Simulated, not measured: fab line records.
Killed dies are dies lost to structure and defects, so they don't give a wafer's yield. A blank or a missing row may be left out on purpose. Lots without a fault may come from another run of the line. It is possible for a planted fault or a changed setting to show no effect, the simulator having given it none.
Struck lot and sound lot, side by side ; flow nandHarc ; 39 out of 1302 route steps
Sound: the wafers L287.2, L287.3, L287.5. The struck wafers were L299.1, L299.3, L299.4. The cause is given at the end.
For every step that has rows: the tool of each side, followed by ch and its chambers, followed by its first start. Under that, the readings that differ: sound wafers ; struck wafers ; difference of the means ; sigmas: that difference in standard deviations of wafers without a fault.
alike: a reading whose means differ by less than 2 such deviations, as well as words and numbers matching on both sides. not compared: withheld readings; readings where some wafer has no value; bounds like >300 that might hide an equal value; numbers whose values overlap and for which the record gives no deviation.
A row with sigmas, a row that says differs or no value, or rows on one side alone: a step with any of these is where the two part. Numbers that have no deviation but don't overlap get no sigmas and don't part them. A reading that every wafer of one side lacks parts them only if that side has two wafers or more.

first, 1 step without rows for these wafers: NHARC_A_BONDPAD_HARDBAKE_10 (time 65 s).
NHARC_A_BONDPAD_DESCUM_11: chemistry O2, time 3 s.
  sound on rieDiel-07 ch 0,1, day 26 22:18; struck on rieDiel-07 ch 1,3, day 32 08:26
reading;sound;struck;difference;sigmas
throttleValvePct (%);11.316 11.341 11.317;11.284 11.313 11.304;-0.024;-3
  alike: drypumpMotorCurrentA, mfcArSccm, oesProductAu, rfVppV, showerheadPlenumPTorr
  not compared: rfHoursCounterH
NHARC_A_BONDPAD_ETCH_34: etches the open film in N2/H2, target depth 60 nm, overetch 18 nm, time 65.91 s.
  sound on rieDiel-07 ch 0,2,3, day 26 22:23; struck on rieDiel-07 ch 2,3, day 32 08:32
  alike: drypumpMotorCurrentA, mfcArSccm, oesProductAu, rfVppV, showerheadPlenumPTorr, throttleValvePct
  not compared: rfHoursCounterH
then, 1 step without rows for these wafers: NHARC_A_BONDPAD_ETCH_12 (etches the open film in CHF3/O2, target depth 220 nm, time 110 s).
NHARC_A_BONDPAD_CD_MEAS_13:
  sound: cdSem-01 at day 26 22:37; struck: cdSem-01 at day 32 08:48
  alike: cdNm
then, 1 step without rows for these wafers: NHARC_A_BONDPAD_STRIP_15 (strips in O2).
NHARC_A_BONDPAD_ETCH_24: etches the open film in CF4/N2, target depth 30 nm, time 72.99 s.
  sound on rieDiel-01 ch 0,3; struck on rieDiel-07 ch 2,3, day 32 09:04
  alike: drypumpMotorCurrentA, mfcArSccm, oesProductAu, rfVppV, showerheadPlenumPTorr, throttleValvePct
  not compared: rfHoursCounterH
then, 4 steps without rows for these wafers: NHARC_A_BONDPAD_STRIP_16 (strips in post etch residue remover, time 600 s); NHARC_A_BONDPAD_DEGAS_25 (time 60 s); NHARC_A_BONDPAD_PRE_CLEAN_26 (time 30 s); NHARC_A_BONDPAD_PVD_17 (deposits TaN, target thk 5 nm, time 8.06 s).
NHARC_A_BONDPAD_PVD_27: deposits Cu, target thk 30 nm, time 20.49 s.
  sound on pvdSputter-02; struck on pvdSputter-03
reading;sound;struck;difference;sigmas
throttleValvePct (%);30.1 29.3 29.1;30.5 31.3 32.2;+1.8;+2
NHARC_A_BONDPAD_ECD_18: material Cu, target thk 400 nm.
  sound on ecdCu-02 ch 1, day 26 23:39; struck on ecdCu-01 ch 0,1, day 32 09:53
  alike: bathHeatDutyPct
then, 1 step without rows for these wafers: NHARC_A_BONDPAD_ANNEAL_28 (time 90 s).
NHARC_A_BONDPAD_CMP_19: polishes, t overpolish 30 s, cu recess touch 16 s, target thk 169.82 nm.
  sound on cmp-02 ch 0,1, day 27 00:20; struck on cmp-03 ch 1,2,3, day 32 10:33
  alike: motorCurrentA, overpolishRunS, slurryFlowMlMin
NHARC_A_BONDPAD_THK_MEAS_20: measures by xrf.
  sound: filmMetro-01 at day 27 00:40; struck: filmMetro-02 at day 32 10:52
  alike: thkNm
then, 6 steps without rows for these wafers: NHARC_A_BONDPAD_SRD_21 (time 30 s, dry time 20 s); NHARC_HYBRID_BOND_ACTIVATE_00 (chemistry N2, time 60 s); NHARC_HYBRID_BOND_PRECLEAN_01 (cleans in DIW, time 300 s); NHARC_HYBRID_BOND_SRD_02 (time 30 s, dry time 20 s); NHARC_HYBRID_BOND_BOND_03; NHARC_HYBRID_BOND_ANNEAL_04 (time 7200 s).
NHARC_HYBRID_BOND_OVL_MEAS_05:
  sound: overlay-01 at day 27 10:28; struck: overlay-02 at day 32 20:33
  alike: overlayXNm, overlayYNm
then, 2 steps without rows for these wafers: NHARC_THIN_TSV_GRIND_00; NHARC_THIN_TSV_CMP_01 (polishes).
NHARC_THIN_TSV_THK_MEAS_02: measures by ir.
  sound: filmMetro-01 at day 27 12:10; struck: filmMetro-02 at day 32 22:14
  alike: thkNm
then, 12 steps without rows for these wafers: NHARC_THIN_TSV_SRD_03; NHARC_THIN_TSV_PRECLEAN_41 (cleans in SC1); NHARC_THIN_TSV_SRD_42; NHARC_THIN_TSV_DEP_43 (deposits SiO2, target thk 1328.5 nm); NHARC_THIN_TSV_DEHYDRATE_04 (time 120 s); NHARC_THIN_TSV_HMDS_05 (time 30 s); NHARC_THIN_TSV_COAT_06; NHARC_THIN_TSV_SOFTBAKE_07 (time 95 s); NHARC_THIN_TSV_EBR_08; NHARC_THIN_TSV_EXPOSE_09 (exposes mask TSV); NHARC_THIN_TSV_PEB_10 (peb time 85 s); NHARC_THIN_TSV_DEVELOP_11 (time 70 s).
NHARC_END_SORT_01:
  sound on prober-01 ch 0, day 28 08:03; struck on prober-02 ch 0, day 33 15:00
reading;sound;struck;difference;sigmas
killedAtArray;66 56 58;320 306 296;+247;+16
killedDies;69 58 60;325 308 303;+250;+17
  alike: killedAtOther, killedAtPeriphery, killedOpen, killedShort

== WHERE THEY PART ==
Last at NHARC_END_SORT_01 as far as this record goes, first at NHARC_A_BONDPAD_DESCUM_11.

WHY: what had been put in by the simulator
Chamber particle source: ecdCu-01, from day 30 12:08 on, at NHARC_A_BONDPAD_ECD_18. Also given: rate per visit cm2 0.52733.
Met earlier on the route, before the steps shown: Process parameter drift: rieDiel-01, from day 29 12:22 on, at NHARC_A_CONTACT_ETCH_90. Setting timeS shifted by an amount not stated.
